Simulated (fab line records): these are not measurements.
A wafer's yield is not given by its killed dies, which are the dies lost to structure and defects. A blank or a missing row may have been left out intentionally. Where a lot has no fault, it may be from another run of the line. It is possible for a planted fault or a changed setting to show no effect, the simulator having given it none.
Matching of chambers -- flow nandHarc -- NHARC_P_M1_DESCUM_14 on rieDiel-09 has 4 sister chambers
The step chemistry O2, time 3 s. 4 wafers are shown with their chamber, then 11 later ones without.

## WAFERS PAIRED WITH THEIR CHAMBERS
wafer,chamber,drypumpMotorCurrentA (A)
L084.2,2,6.5
L087.4,3,5.8
L087.6,1,5.8
L090.2,0,5.5

## WAFERS MISSING THEIR CHAMBER
wafer,drypumpMotorCurrentA (A)
L090.3,5.8
L090.6,6.5
L092.3,5.7
L092.5,5.6
L092.6,5.7
L094.2,5.6
L094.3,5.7
L094.5,6.4
L095.1,5.7
L095.3,5.8
L095.5,5.7

## WHICH CHAMBER EACH ONE RAN IN
wafer,from the rows above,in truth
L090.3,can't be placed: 1 or 3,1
L090.6,2,2
L092.3,can't be placed: 1 or 3 or 0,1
L092.5,can't be placed: 0 or 1 or 3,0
L092.6,can't be placed: 1 or 3 or 0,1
L094.2,can't be placed: 0 or 1 or 3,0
L094.3,can't be placed: 1 or 3 or 0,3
L094.5,2,2
L095.1,can't be placed: 1 or 3 or 0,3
L095.3,can't be placed: 1 or 3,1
L095.5,can't be placed: 1 or 3 or 0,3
Correct placement for 2 of the 11. These rows do not allow placing 9 (true chamber among the candidates in 9). Placed wrongly: 0.
How it was worked out, from the rows above alone: a wafer's distance from a chamber is the root of the sum, over the readings, of the square of ((its reading less the chamber's mean) divided by the reading's scatter). The wafer belongs to the nearest chamber; if the next one is less than 2 further off, it can't be placed. For every chamber, the mean is computed from those of its wafers that are shown. The scatter: root of mean squared gap, hidden wafer to nearest shown wafer, with one shown wafer a chamber.
